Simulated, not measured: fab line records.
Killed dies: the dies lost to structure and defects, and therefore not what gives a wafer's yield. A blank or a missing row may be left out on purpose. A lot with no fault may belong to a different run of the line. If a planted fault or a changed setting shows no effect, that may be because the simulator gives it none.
fab line records ; flow n5Finfet
record lots=7; wafers=39
route steps=1938 shown ZERO_LAYER@11 DUMMY_GATE@220 SD_EPI_N@288 SD_ACTIVATION@330 MOL_CONTACT_COAG@544 BEOL_M0@721
startH: the number of hours between the record's first day and the start of the first shown wafer of the lot ; waitH: time in hours since the lot's previous step ; " unchanged from the row above ; L1.1+2: a single row standing in for several wafers ; - either no value or no given start ; * or withheld: withheld ; < > ~ a bound
route shown NAME@n: NAME is a module with steps in the file, n the number in the route of the first one ; usual: mean/standard deviation taken from wafers without a fault ; same: alike in all rows ; chamber/n: place in a boat ; sites: each site's reading ; _std_site: the standard deviation of these ; _edge_site: mean of outer sites minus mean of inner sites ; radiusMm: for every site, how far away it sits from the centre of the wafer ; mask NAME#n: copy n ; behind: the tool/chamber that last shaped the wafer ; hold: why the lot was held/for how many hours/how that ended ; device: names the non-switching transistor (n, p or np) ; end of line: at the end of the route, the tests of the same wafers ; a step given without rows: its recipe and nothing more ; killed: at the first sort, the dies lost to defects and structure; wafer yield is something else ; map: dies across one wafer; x = killed, . = not, _ = none there
set.NAME: setting as actually run; set.NAME@STEP: the setting as run at that earlier step ; model.NAME: the simulator's own value behind a step, which no gauge read
one table per step and one row per wafer, for lots whose settings were changed on purpose
## steps
# step N5_ZERO_LAYER_DEVELOP_10
# recipe developTimeS=60; rinseLiquid=diw; dry=airSpin; devTempC=21
lot.wafer;tool;chamber;startH;waitH;set.developTimeS
L075.1+2+3+4+5+6;lithoTrack-01;0;-;-;60
L077.1+3+4;lithoTrack-01;0;-;-;60
L077.2+5+6;lithoTrack-01;0;-;-;29.17
L080.1+2+4;lithoTrack-04;0;-;-;79.19
L080.3+5+6;lithoTrack-04;0;-;-;60
L081.1+3+6;lithoTrack-05;0;-;-;60
L081.2+4+5;lithoTrack-05;0;-;-;76.36
L086.1+2+3+4+5+6;lithoTrack-04;0;-;-;60
L089.2+4+5;lithoTrack-05;0;-;-;60
L091.1+4+6;lithoTrack-04;0;-;-;60
L091.2+3+5;lithoTrack-04;0;-;-;85.41
# step N5_ZERO_LAYER_HARDBAKE_23
# recipe tempC=130; timeS=120
# step N5_ZERO_LAYER_CD_MEAS_11
# recipe targetCdNm=2000; landingEnergyEv=500; detector=seInlens
# usual cdNm=2000.8/2
lot.wafer;tool;chamber;startH;waitH;set.developTimeS@ZERO_LAYER_DEVELOP_10;cdNm
L075.1;cdSem-03;0;18.77;-;60;1999.2
L075.2;cdSem-03;0;18.77;-;60;2000.8
L075.3;cdSem-03;0;18.77;-;60;2001.1
L075.4;cdSem-03;0;18.77;-;60;1999.2
L075.5;cdSem-03;0;18.77;-;60;2003.5
L075.6;cdSem-03;0;18.77;-;60;2001.6
L077.1;cdSem-01;0;30.80;-;60;2003.9
L077.2;cdSem-01;0;30.80;-;29.17;1985.7
L077.3;cdSem-01;0;30.80;-;60;2003.0
L077.4;cdSem-01;0;30.80;-;60;2003.7
L077.5;cdSem-01;0;30.80;-;29.17;1984.0
L077.6;cdSem-01;0;30.80;-;29.17;1985.8
L080.1;cdSem-01;0;48.77;-;79.19;2006.9
L080.2;cdSem-01;0;48.77;-;79.19;2004.4
L080.3;cdSem-01;0;48.77;-;60;1998.9
L080.4;cdSem-01;0;48.77;-;79.19;2007.5
L080.5;cdSem-01;0;48.77;-;60;2002.5
L080.6;cdSem-01;0;48.77;-;60;2002.1
L081.1;cdSem-01;0;54.64;-;60;1998.0
L081.2;cdSem-01;0;54.64;-;76.36;2004.8
L081.3;cdSem-01;0;54.64;-;60;1998.2
L081.4;cdSem-01;0;54.64;-;76.36;2004.2
L081.5;cdSem-01;0;54.64;-;76.36;2004.6
L081.6;cdSem-01;0;54.64;-;60;1998.0
L086.1;cdSem-01;0;84.64;-;60;2002.3
L086.2;cdSem-01;0;84.64;-;60;2000.2
L086.3;cdSem-01;0;84.64;-;60;2000.2
L086.4;cdSem-01;0;84.64;-;60;2002.1
L086.5;cdSem-01;0;84.64;-;60;2000.5
L086.6;cdSem-01;0;84.64;-;60;1999.2
L089.2;cdSem-03;0;102.77;-;60;1999.5
L089.4;cdSem-03;0;102.77;-;60;1999.7
L089.5;cdSem-03;0;102.77;-;60;2002.2
L091.1;cdSem-01;0;114.77;-;60;2001.4
L091.2;cdSem-01;0;114.77;-;85.41;2008.0
L091.3;cdSem-01;0;114.77;-;85.41;2010.6
L091.4;cdSem-01;0;114.77;-;60;2000.8
L091.5;cdSem-01;0;114.77;-;85.41;2008.7
L091.6;cdSem-01;0;114.77;-;60;2000.8
# step N5_ZERO_LAYER_DESCUM_16
# recipe chemistry=O2; timeS=7.9; sourcePowerW=50; biasPowerW=20; pressureMtorr=20; rfFrequencyHz=2.712e+07; tempC=40; o2FlowSccm=225
lot.wafer;tool;chamber;startH;waitH;set.developTimeS@ZERO_LAYER_DEVELOP_10;model.ZERO_LAYER.cdNm
L075.1;rieDiel-03;1;18.80;0.0;60;2000
L075.2+3;rieDiel-03;0,3;18.80;0.0;60;2001
L075.4;rieDiel-03;2;18.80;0.0;60;1999
L075.5;rieDiel-03;2;18.80;0.0;60;-
L075.6;rieDiel-03;1;18.80;0.0;60;2002
L077.1+4;rieDiel-04;1,3;30.84;0.0;60;2004
L077.2+6;rieDiel-04;2,1;30.84;0.0;29.17;1986
L077.3;rieDiel-04;3;30.84;0.0;60;2003
L077.5;rieDiel-04;2;30.84;0.0;29.17;1984
L080.1+4;rieDiel-05;2,1;48.94;0.2;79.19;2007
L080.2;rieDiel-05;3;48.94;0.2;79.19;2005
L080.3;rieDiel-05;0;48.94;0.2;60;1999
L080.5;rieDiel-05;0;48.94;0.2;60;2003
L080.6;rieDiel-05;3;48.94;0.2;60;2002
L081.1+6;rieDiel-04;1;54.85;0.2;60;1998
L081.2+5;rieDiel-04;0;54.85;0.2;76.36;2005
L081.3;rieDiel-04;2;54.85;0.2;60;1999
L081.4;rieDiel-04;2;54.85;0.2;76.36;2004
L086.1+4;rieDiel-04;3,1;84.69;0.0;60;2002
L086.2+3+5;rieDiel-04;0,2,1;84.69;0.0;60;2000
L086.6;rieDiel-04;0;84.69;0.0;60;1999
L089.2;rieDiel-04;2;102.86;0.1;60;1999
L089.4;rieDiel-04;1;102.86;0.1;60;2000
L089.5;rieDiel-04;2;102.86;0.1;60;2002
L091.1;rieDiel-05;2;114.93;0.2;60;2002
L091.2;rieDiel-05;0;114.93;0.2;85.41;2008
L091.3;rieDiel-05;3;114.93;0.2;85.41;2010
L091.4+6;rieDiel-05;1;114.93;0.2;60;2001
L091.5;rieDiel-05;2;114.93;0.2;85.41;2009
# step N5_DUMMY_GATE_HM_DEP_06
# recipe material=SiNx; targetThkA=800; precursor=DCS/NH3; tempC=700; pressureMtorr=300; timeS=5141
lot.wafer;tool;chamber;startH;waitH;set.timeS;model.SiNx_of_DUMMY_GATE_HM_DEP_06.thkNm
L075.1;-;-;-;0.0;8182;127.6
L075.2;-;-;-;0.0;8182;127
L075.3+5+6;-;-;-;0.0;8182;127.4
L075.4;-;-;-;0.0;8182;127.2
L077.1;-;-;-;0.0;2713;42.6
L077.2;-;-;-;0.0;2713;41.2
L077.3;-;-;-;0.0;2713;42.4
L077.4;-;-;-;0.0;2713;41.8
L077.5+6;-;-;-;0.0;2713;41.4
L080.1+5;-;-;-;0.0;3538;56.2
L080.2;-;-;-;0.0;3538;56.6
L080.3+4;-;-;-;0.0;3538;55.4
L080.6;-;-;-;0.0;3538;56.4
L081.1+5;-;-;-;0.0;8164;128.2
L081.2+4;-;-;-;0.0;8164;127.8
L081.3;-;-;-;0.0;8164;128
L081.6;-;-;-;0.0;8164;128.4
L086.1;-;-;-;0.0;2511;39
L086.2+5;-;-;-;0.0;2511;38.6
L086.3+4;-;-;-;0.0;2511;39.2
L086.6;-;-;-;0.0;2511;38.2
L089.2;lpcvd-02;0/95;131.71;0.0;5141;80.4
L089.4+5;lpcvd-02;0/104,0/109;131.71;0.0;5141;80
L091.1+3;-;-;-;0.0;7478;116.6
L091.2+6;-;-;-;0.0;7478;117
L091.4;-;-;-;0.0;7478;116.2
L091.5;-;-;-;0.0;7478;116.4
# step N5_SD_EPI_N_EPI_21
# recipe material=Si:P; dopant=P; tempC=680; pressureTorr=255; timeS=690
lot.wafer;tool;chamber;startH;waitH;set.timeS;model.Si-P_of_SD_EPI_N_EPI_21.thkNm
L075.1+4;epiRpcvd-03;0;59.31;0.1;690;59.2
L075.2;epiRpcvd-03;0;59.31;0.1;942;75.4
L075.3;epiRpcvd-03;0;59.31;0.1;942;73.8
L075.5;epiRpcvd-03;0;59.31;0.1;690;59.4
L075.6;epiRpcvd-03;0;59.31;0.1;942;73.6
L077.1;epiRpcvd-01;0;70.03;0.2;690;58.6
L077.2;epiRpcvd-01;0;70.03;0.2;690;59.8
L077.3+4;epiRpcvd-01;0;70.03;0.2;690;59.2
L077.5;epiRpcvd-01;0;70.03;0.2;690;59.6
L077.6;epiRpcvd-01;0;70.03;0.2;690;58.4
L080.1;epiRpcvd-01;0;85.11;0.1;690;59.8
L080.2+6;epiRpcvd-01;0;85.11;0.1;377.9;35.2
L080.3;epiRpcvd-01;0;85.11;0.1;377.9;34.8
L080.4;epiRpcvd-01;0;85.11;0.1;690;59.6
L080.5;epiRpcvd-01;0;85.11;0.1;690;59.4
L081.1+3;epiRpcvd-01;0;94.67;0.1;390;35.4
L081.2;epiRpcvd-01;0;94.67;0.1;690;58
L081.4;epiRpcvd-01;0;94.67;0.1;390;35.6
L081.5;epiRpcvd-01;0;94.67;0.1;690;58.6
L081.6;epiRpcvd-01;0;94.67;0.1;690;58.2
L086.1+6;epiRpcvd-03;0;126.50;0.2;690;58.8
L086.2;epiRpcvd-03;0;126.50;0.2;531.4;48.6
L086.3;epiRpcvd-03;0;126.50;0.2;690;59
L086.4;epiRpcvd-03;0;126.50;0.2;531.4;48.4
L086.5;epiRpcvd-03;0;126.50;0.2;531.4;49.4
L089.2;epiRpcvd-02;0;140.58;0.5;690;59
L089.4;epiRpcvd-02;0;140.58;0.5;690;59.2
L089.5;epiRpcvd-02;0;140.58;0.5;690;59.6
L091.1+4;epiRpcvd-01;0;152.36;0.2;793.9;65.6
L091.2;epiRpcvd-01;0;152.36;0.2;793.9;65.2
L091.3;epiRpcvd-01;0;152.36;0.2;690;58.6
L091.5;epiRpcvd-01;0;152.36;0.2;690;58.2
L091.6;epiRpcvd-01;0;152.36;0.2;690;59.2
# step N5_SD_EPI_N_EPI_MEAS_23
# recipe mode=xrd
# usual thkNm=58.8/1.2
lot.wafer;tool;chamber;startH;waitH;set.timeS@SD_EPI_N_EPI_21;thkNm
L075.1;filmMetro-02;-;61.02;1.4;690;60.5
L075.2;filmMetro-02;-;61.02;1.4;942;74.1
L075.3;filmMetro-02;-;61.02;1.4;942;74.0
L075.4;filmMetro-02;-;61.02;1.4;690;58.9
L075.5;filmMetro-02;-;61.02;1.4;690;59.5
L075.6;filmMetro-02;-;61.02;1.4;942;74.8
L077.1;filmMetro-02;-;71.74;1.4;690;58.9
L077.2;filmMetro-02;-;71.74;1.4;690;60.1
L077.3;filmMetro-02;-;71.74;1.4;690;59.7
L077.4;filmMetro-02;-;71.74;1.4;690;60.7
L077.5;filmMetro-02;-;71.74;1.4;690;60.2
L077.6;filmMetro-02;-;71.74;1.4;690;56.8
L080.1;filmMetro-01;-;86.83;1.4;690;60.6
L080.2;filmMetro-01;-;86.83;1.4;377.9;34.7
L080.3;filmMetro-01;-;86.83;1.4;377.9;34.9
L080.4;filmMetro-01;-;86.83;1.4;690;59.4
L080.5;filmMetro-01;-;86.83;1.4;690;58.5
L080.6;filmMetro-01;-;86.83;1.4;377.9;34.1
L081.1;filmMetro-02;-;96.39;1.5;390;36.0
L081.2;filmMetro-02;-;96.39;1.5;690;57.2
L081.3;filmMetro-02;-;96.39;1.5;390;36.2
L081.4;filmMetro-02;-;96.39;1.5;390;36.2
L081.5;filmMetro-02;-;96.39;1.5;690;60.0
L081.6;filmMetro-02;-;96.39;1.5;690;56.9
L086.1;filmMetro-02;-;128.78;1.9;690;59.8
L086.2;filmMetro-02;-;128.78;1.9;531.4;49.2
L086.3;filmMetro-02;-;128.78;1.9;690;57.9
L086.4;filmMetro-02;-;128.78;1.9;531.4;50.0
L086.5;filmMetro-02;-;128.78;1.9;531.4;50.1
L086.6;filmMetro-02;-;128.78;1.9;690;58.0
L089.2;filmMetro-01;-;142.48;1.5;690;58.5
L089.4;filmMetro-01;-;142.48;1.5;690;58.9
L089.5;filmMetro-01;-;142.48;1.5;690;58.4
L091.1;filmMetro-02;-;154.63;1.9;793.9;65.0
L091.2;filmMetro-02;-;154.63;1.9;793.9;65.7
L091.3;filmMetro-02;-;154.63;1.9;690;57.4
L091.4;filmMetro-02;-;154.63;1.9;793.9;65.5
L091.5;filmMetro-02;-;154.63;1.9;690;59.0
L091.6;filmMetro-02;-;154.63;1.9;690;58.7
# step N5_SD_EPI_N_PRECLEAN_24
# recipe chemistry=O3/DIW; timeS=60; tempC=22; o3Ppm=10
# step N5_SD_EPI_N_SRD_25
# recipe timeS=30; tempC=23; rinseLiquid=diw; dry=ipaMarangoni
# step N5_SD_ACTIVATION_RTA_00
# recipe tempC=975; timeS=0; ambient=N2; idleTempC=600; rampUpCPerS=150; rampDownCPerS=60; coolToC=600
# step N5_SD_ACTIVATION_LSA_01
# recipe tempC=1080; timeS=0.0008; ambient=N2
# step N5_SD_ACTIVATION_RS_MEAS_03
# recipe thkMeasGauge=four-point-probe
# usual RS_SD_N=21.95/0.28; RS_SD_P=56.1/0.84
lot.wafer;tool;chamber;startH;waitH;set.timeS@SD_EPI_N_EPI_21;RS_SD_N[ohm/sq];RS_SD_P[ohm/sq]
L075.1;filmMetro-02;-;67.21;0.2;690;21.63;56.3
L075.2;filmMetro-02;-;67.21;0.2;942;17.12;55.8
L075.3;filmMetro-02;-;67.21;0.2;942;17.39;56.3
L075.4;filmMetro-02;-;67.21;0.2;690;21.93;56.1
L075.5;filmMetro-02;-;67.21;0.2;690;21.72;56.0
L075.6;filmMetro-02;-;67.21;0.2;942;17.70;56.3
L077.1;filmMetro-01;-;77.11;0.2;690;22.09;56.5
L077.2;filmMetro-01;-;77.11;0.2;690;21.71;56.1
L077.3;filmMetro-01;-;77.11;0.2;690;21.87;56.2
L077.4;filmMetro-01;-;77.11;0.2;690;21.68;56.0
L077.5;filmMetro-01;-;77.11;0.2;690;21.64;55.9
L077.6;filmMetro-01;-;77.11;0.2;690;22.08;56.3
L080.1;filmMetro-01;-;93.40;0.2;690;21.70;56.2
L080.2;filmMetro-01;-;93.40;0.2;377.9;36.39;56.5
L080.3;filmMetro-01;-;93.40;0.2;377.9;37.18;56.8
L080.4;filmMetro-01;-;93.40;0.2;690;21.65;55.5
L080.5;filmMetro-01;-;93.40;0.2;690;21.62;56.3
L080.6;filmMetro-01;-;93.40;0.2;377.9;36.70;56.0
L081.1;filmMetro-02;-;102.17;0.2;390;36.62;55.8
L081.2;filmMetro-02;-;102.17;0.2;690;22.23;55.6
L081.3;filmMetro-02;-;102.17;0.2;390;36.32;56.1
L081.4;filmMetro-02;-;102.17;0.2;390;36.14;55.9
L081.5;filmMetro-02;-;102.17;0.2;690;22.01;55.2
L081.6;filmMetro-02;-;102.17;0.2;690;22.08;54.8
L086.1;filmMetro-02;-;135.11;0.2;690;21.70;55.5
L086.2;filmMetro-02;-;135.11;0.2;531.4;26.56;54.9
L086.3;filmMetro-02;-;135.11;0.2;690;21.79;54.1
L086.4;filmMetro-02;-;135.11;0.2;531.4;26.91;54.5
L086.5;filmMetro-02;-;135.11;0.2;531.4;26.30;54.4
L086.6;filmMetro-02;-;135.11;0.2;690;22.08;54.2
L089.2;filmMetro-01;-;147.85;0.2;690;21.90;54.5
L089.4;filmMetro-01;-;147.85;0.2;690;21.76;54.5
L089.5;filmMetro-01;-;147.85;0.2;690;21.57;53.7
L091.1;filmMetro-02;-;160.74;0.2;793.9;19.71;56.5
L091.2;filmMetro-02;-;160.74;0.2;793.9;19.65;56.7
L091.3;filmMetro-02;-;160.74;0.2;690;22.21;56.7
L091.4;filmMetro-02;-;160.74;0.2;793.9;19.81;55.4
L091.5;filmMetro-02;-;160.74;0.2;690;22.16;55.9
L091.6;filmMetro-02;-;160.74;0.2;690;21.79;55.5
# step N5_MOL_CONTACT_COAG_ALD_20
# recipe material=TiN; targetThkA=15; tempC=400; aldPrecursorFamily=TiCl4; aldCoReactant=NH3; pulseTimeS=1; purgeTimeS=3; coReactantPurgeTimeS=2; coReactantPulseTimeS=2; aldCycles=68; pressureTorr=3
lot.wafer;tool;chamber;startH;waitH;set.aldCycles;model.TiN_of_MOL_CONTACT_COAG_ALD_20.thkNm
L075.1+2+6;aldMetal-04;1,0,0;100.74;0.1;106;2.4
L075.3+5;aldMetal-04;2,3;100.74;0.1;68;1.4
L075.4;aldMetal-04;3;100.74;0.1;68;1.6
L077.1+3+6;aldMetal-04;2,0,1;109.93;0.1;99;2.2
L077.2+4;aldMetal-04;1,3;109.93;0.1;68;1.4
L077.5;aldMetal-04;2;109.93;0.1;68;1.6
L080.1+2+3+4+5+6;aldMetal-04;0,3,2,1,1,2;125.71;0.1;68;1.6
L081.1+4+5;aldMetal-04;3,0,2;135.23;0.1;68;1.6
L081.2+3+6;aldMetal-04;1,2,1;135.23;0.1;34;0.8
L086.1+4;aldMetal-02;0,3;166.46;0.1;68;1.4
L086.2+5+6;aldMetal-02;2,2,1;166.46;0.1;82;1.8
L086.3;aldMetal-02;1;166.46;0.1;68;1.6
L089.2+4+5;aldMetal-01;0,2,0;180.45;0.1;68;1.4
L091.1+4+5;aldMetal-01;3,2,0;193.15;0.1;68;1.4
L091.2+3+6;aldMetal-01;1,0,1;193.15;0.1;50;1
# step N5_MOL_CONTACT_COAG_ALD_133
# recipe material=SiO2; targetThkA=50; tempC=100; aldPrecursorFamily=BDEAS; aldCoReactant=O2-plasma; pulseTimeS=1; coReactantPulseTimeS=1; purgeTimeS=2; coReactantPurgeTimeS=2; aldCycles=35; pressureTorr=2
lot.wafer;tool;chamber;startH;waitH;set.aldCycles;model.SiO2_of_MOL_CONTACT_COAG_ALD_133.thkNm
L075.1+5+6;aldSin-03;0,1,2;112.97;0.1;21;3
L075.2+3+4;aldSin-03;1,3,2;112.97;0.1;35;5
L077.1+2+3;aldSin-03;1,2,3;119.23;0.1;15;2.2
L077.4+5+6;aldSin-03;0,3,0;119.23;0.1;35;5
L080.1+3+4;aldSin-04;3,0,2;136.54;0.1;35;5
L080.2+5+6;aldSin-04;1,1,0;136.54;0.1;14;2
L081.1+2+3+4+5+6;aldSin-03;1,2,3,0,1,2;145.06;0.1;35;5
L086.1+4+5;aldSin-01;2,2,0;178.12;0.1;35;5
L086.2+6;aldSin-01;0,3;178.12;0.1;30;4.4
L086.3;aldSin-01;3;178.12;0.1;30;4.2
L089.2+4+5;aldSin-01;2,3,0;192.28;0.3;35;5
L091.1+2+5;aldSin-03;1,2,2;204.61;0.1;35;5
L091.3;aldSin-03;0;204.61;0.1;19;2.6
L091.4+6;aldSin-03;3,1;204.61;0.1;19;2.8
# step N5_BEOL_M0_TRENCH_ETCH_107
# recipe chemistry=C4F6/O2; targetDepthA=328; target=SiOC; timeS=16.4; ionEnergyEv=250; pressureMtorr=30; sourceW=355; biasW=185; Ar_flow_sccm=300; C4F6_flow_sccm=10; O2_flow_sccm=10
lot.wafer;tool;chamber;startH;waitH;set.targetDepthA;model.BEOL_M0.featureDepthNm
L075.1;rieDiel-01;1;126.75;0.0;328;32.4
L075.2;rieDiel-01;2;126.75;0.0;328;32.8
L075.3;rieDiel-01;3;126.75;0.0;506.5;52.2
L075.4;rieDiel-01;0;126.75;0.0;328;33.6
L075.5;rieDiel-01;2;126.75;0.0;506.5;50.4
L075.6;rieDiel-01;3;126.75;0.0;506.5;51.4
L077.1;rieDiel-06;1;135.33;0.0;328;32.6
L077.2;rieDiel-06;2;135.33;0.0;221.7;22.4
L077.3;rieDiel-06;0;135.33;0.0;221.7;23.2
L077.4;rieDiel-06;3;135.33;0.0;328;32.4
L077.5;rieDiel-06;0;135.33;0.0;328;33.8
L077.6;rieDiel-06;3;135.33;0.0;221.7;22
L080.1;rieDiel-01;3;151.89;0.0;328;33.2
L080.2+5;rieDiel-01;2,1;151.89;0.0;390.2;38.6
L080.3;rieDiel-01;0;151.89;0.0;390.2;39.6
L080.4;rieDiel-01;1;151.89;0.0;328;32.6
L080.6;rieDiel-01;2;151.89;0.0;328;32.4
L081.1;rieDiel-06;0;159.65;0.0;385.4;40.2
L081.2;rieDiel-06;2;159.65;0.0;385.4;39.2
L081.3;rieDiel-06;1;159.65;0.0;328;32.8
L081.4;rieDiel-06;3;159.65;0.0;385.4;37.8
L081.5;rieDiel-06;2;159.65;0.0;328;33.4
L081.6;rieDiel-06;1;159.65;0.0;328;32.6
L086.1;rieDiel-01;2;194.94;0.0;328;32
L086.2+5;rieDiel-01;0;194.94;0.0;276.3;28
L086.3;rieDiel-01;3;194.94;0.0;276.3;27.4
L086.4;rieDiel-01;1;194.94;0.0;328;32.6
L086.6;rieDiel-01;1;194.94;0.0;328;32.2
L089.2+5;rieDiel-06;2,1;207.50;0.0;328;32.8
L089.4;rieDiel-06;0;207.50;0.0;328;33.6
L091.1;rieDiel-06;3;219.97;0.0;213.7;20.8
L091.2+3;rieDiel-06;1,2;219.97;0.0;213.7;21.4
L091.4;rieDiel-06;3;219.97;0.0;328;32
L091.5+6;rieDiel-06;2,1;219.97;0.0;328;32.6
# step N5_BEOL_M0_STRIP_142
# recipe chemistry=N2/H2; timeS=10; powerW=450; tempC=40; pressureMtorr=20; rfFrequencyHz=6e+07; biasPowerW=7; n2FlowSccm=200; h2FlowSccm=200
# step N5_BEOL_M0_OCD_MEAS_108
# usual trenchDepthNm=32.8/0.65
lot.wafer;tool;chamber;startH;waitH;set.targetDepthA@BEOL_M0_TRENCH_ETCH_107;trenchDepthNm
L075.1;ocd-02;-;126.85;0.1;328;32.7
L075.2;ocd-02;-;126.85;0.1;328;32.8
L075.3;ocd-02;-;126.85;0.1;506.5;52.5
L075.4;ocd-02;-;126.85;0.1;328;33.9
L075.5;ocd-02;-;126.85;0.1;506.5;50.5
L075.6;ocd-02;-;126.85;0.1;506.5;51.1
L077.1;ocd-02;-;135.44;0.1;328;32.7
L077.2;ocd-02;-;135.44;0.1;221.7;22.4
L077.3;ocd-02;-;135.44;0.1;221.7;23.4
L077.4;ocd-02;-;135.44;0.1;328;32.1
L077.5;ocd-02;-;135.44;0.1;328;33.5
L077.6;ocd-02;-;135.44;0.1;221.7;21.9
L080.1;ocd-02;-;151.99;0.1;328;32.9
L080.2;ocd-02;-;151.99;0.1;390.2;37.8
L080.3;ocd-02;-;151.99;0.1;390.2;39.1
L080.4;ocd-02;-;151.99;0.1;328;32.2
L080.5;ocd-02;-;151.99;0.1;390.2;38.9
L080.6;ocd-02;-;151.99;0.1;328;31.9
L081.1;ocd-01;-;159.76;0.1;385.4;39.7
L081.2;ocd-01;-;159.76;0.1;385.4;39.3
L081.3;ocd-01;-;159.76;0.1;328;33.2
L081.4;ocd-01;-;159.76;0.1;385.4;37.5
L081.5;ocd-01;-;159.76;0.1;328;33.4
L081.6;ocd-01;-;159.76;0.1;328;32.9
L086.1;ocd-01;-;195.05;0.1;328;31.4
L086.2;ocd-01;-;195.05;0.1;276.3;28.4
L086.3;ocd-01;-;195.05;0.1;276.3;27.6
L086.4;ocd-01;-;195.05;0.1;328;32.9
L086.5;ocd-01;-;195.05;0.1;276.3;27.9
L086.6;ocd-01;-;195.05;0.1;328;31.9
L089.2;ocd-02;-;207.60;0.1;328;33.7
L089.4;ocd-02;-;207.60;0.1;328;33.3
L089.5;ocd-02;-;207.60;0.1;328;32.6
L091.1;ocd-01;-;220.07;0.1;213.7;20.5
L091.2;ocd-01;-;220.07;0.1;213.7;20.7
L091.3;ocd-01;-;220.07;0.1;213.7;21.7
L091.4;ocd-01;-;220.07;0.1;328;32.0
L091.5;ocd-01;-;220.07;0.1;328;33.1
L091.6;ocd-01;-;220.07;0.1;328;32.6
## key
split step=N5_ZERO_LAYER_DEVELOP_10; setting=developTimeS; stated=60; by=wafer
response step=N5_ZERO_LAYER_CD_MEAS_11; reading=cdNm; change=+0.262; per=1%; r=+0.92
response step=N5_ZERO_LAYER_DESCUM_16; reading=model.ZERO_LAYER.cdNm; change=+0.259; per=1%; r=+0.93
split step=N5_DUMMY_GATE_HM_DEP_06; setting=timeS; stated=5141; by=lot
response step=N5_DUMMY_GATE_HM_DEP_06; reading=model.SiNx_of_DUMMY_GATE_HM_DEP_06.thkNm; change=+0.805; per=1%; r=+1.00
split step=N5_SD_EPI_N_EPI_21; setting=timeS; stated=690; by=wafer
response step=N5_SD_EPI_N_EPI_21; reading=model.Si-P_of_SD_EPI_N_EPI_21.thkNm; change=+0.495; per=1%; r=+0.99
response step=N5_SD_EPI_N_EPI_MEAS_23; reading=thkNm; change=*; per=1%; r=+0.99
response step=N5_SD_ACTIVATION_RS_MEAS_03; reading=RS_SD_N; change=-0.267; per=1%; r=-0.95
split step=N5_MOL_CONTACT_COAG_ALD_20; setting=aldCycles; stated=68; by=wafer
response step=N5_MOL_CONTACT_COAG_ALD_20; reading=model.TiN_of_MOL_CONTACT_COAG_ALD_20.thkNm; change=+0.0162; per=1%; r=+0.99
split step=N5_MOL_CONTACT_COAG_ALD_133; setting=aldCycles; stated=35; by=wafer
response step=N5_MOL_CONTACT_COAG_ALD_133; reading=model.SiO2_of_MOL_CONTACT_COAG_ALD_133.thkNm; change=+0.0496; per=1%; r=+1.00
split step=N5_BEOL_M0_TRENCH_ETCH_107; setting=targetDepthA; stated=328; by=wafer
response step=N5_BEOL_M0_TRENCH_ETCH_107; reading=model.BEOL_M0.featureDepthNm; change=+0.33; per=1%; r=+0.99
response step=N5_BEOL_M0_OCD_MEAS_108; reading=trenchDepthNm; change=+0.327; per=1%; r=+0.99
